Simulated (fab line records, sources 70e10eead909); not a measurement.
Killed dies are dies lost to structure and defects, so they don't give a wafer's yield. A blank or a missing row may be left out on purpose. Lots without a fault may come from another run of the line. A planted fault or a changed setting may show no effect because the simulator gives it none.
Chamber matching | flow nand_harc | NHARC_A_CHANNEL_HOLE_D1_ETCH_38 on rie_diel-10: 4 sister chambers
The step etches the open film in CF4, target depth 39 nm, time 65 s. 8 wafers are shown with their chamber, then 11 later ones without.

WAFERS WITH THEIR CHAMBER
wafer  | chamber | rf_vpp_V (V) | oes_product_au (a.u.)
L080.3 | 3       | 152.0        | 0.976
L081.2 | 1       | 150.3        | 0.995
L081.4 | 0       | 149.9        | 1.013
L081.6 | 1       | 148.8        | 0.985
L081.1 | 3       | 155.4        | 0.994
L081.3 | 2       | 149.7        | 0.980
L081.5 | 2       | 149.9        | 0.982
L083.2 | 0       | 150.3        | 1.009

WAFERS WITHOUT THEIR CHAMBER
wafer  | rf_vpp_V (V) | oes_product_au (a.u.)
L083.5 | 152.9        | 0.993
L083.6 | 150.8        | 0.978
L084.2 | 149.9        | 0.986
L084.3 | 149.9        | 0.983
L084.5 | 149.3        | 0.991
L086.1 | 150.3        | 0.985
L086.2 | 150.7        | 0.987
L086.5 | 151.0        | 1.001
L091.2 | 149.0        | 0.986
L091.4 | 150.4        | 1.004
L091.6 | 149.5        | 1.005

WHICH CHAMBER EACH WENT THROUGH
wafer  | from the rows above               | in truth
L083.5 | can't be placed: 3 or 1 or 2 or 0 | 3
L083.6 | can't be placed: 2 or 1 or 3      | 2
L084.2 | can't be placed: 1 or 2           | 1
L084.3 | can't be placed: 2 or 1           | 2
L084.5 | can't be placed: 1 or 2           | 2
L086.1 | can't be placed: 2 or 1 or 3      | 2
L086.2 | can't be placed: 1 or 2 or 3      | 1
L086.5 | can't be placed: 0 or 1 or 2 or 3 | 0
L091.2 | can't be placed: 1 or 2           | 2
L091.4 | can't be placed: 0 or 1           | 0
L091.6 | can't be placed: 0 or 1           | 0
Placed correctly: 0 of 11. Can't be placed from these rows: 11 (the true chamber is among the candidates in 11). Placed wrongly: 0.
How it was worked out, from the rows above alone: a wafer's distance from a chamber is the root of the sum, over the readings, of the square of ((its reading less the chamber's mean) divided by the reading's scatter). The wafer belongs to the nearest chamber; if the next one is less than 2 further off, it can't be placed. A chamber's mean is the mean of its shown wafers. The scatter: the root of (the sum of the squares of (reading less its chamber's mean) over the shown wafers, divided by (wafers less chambers)).
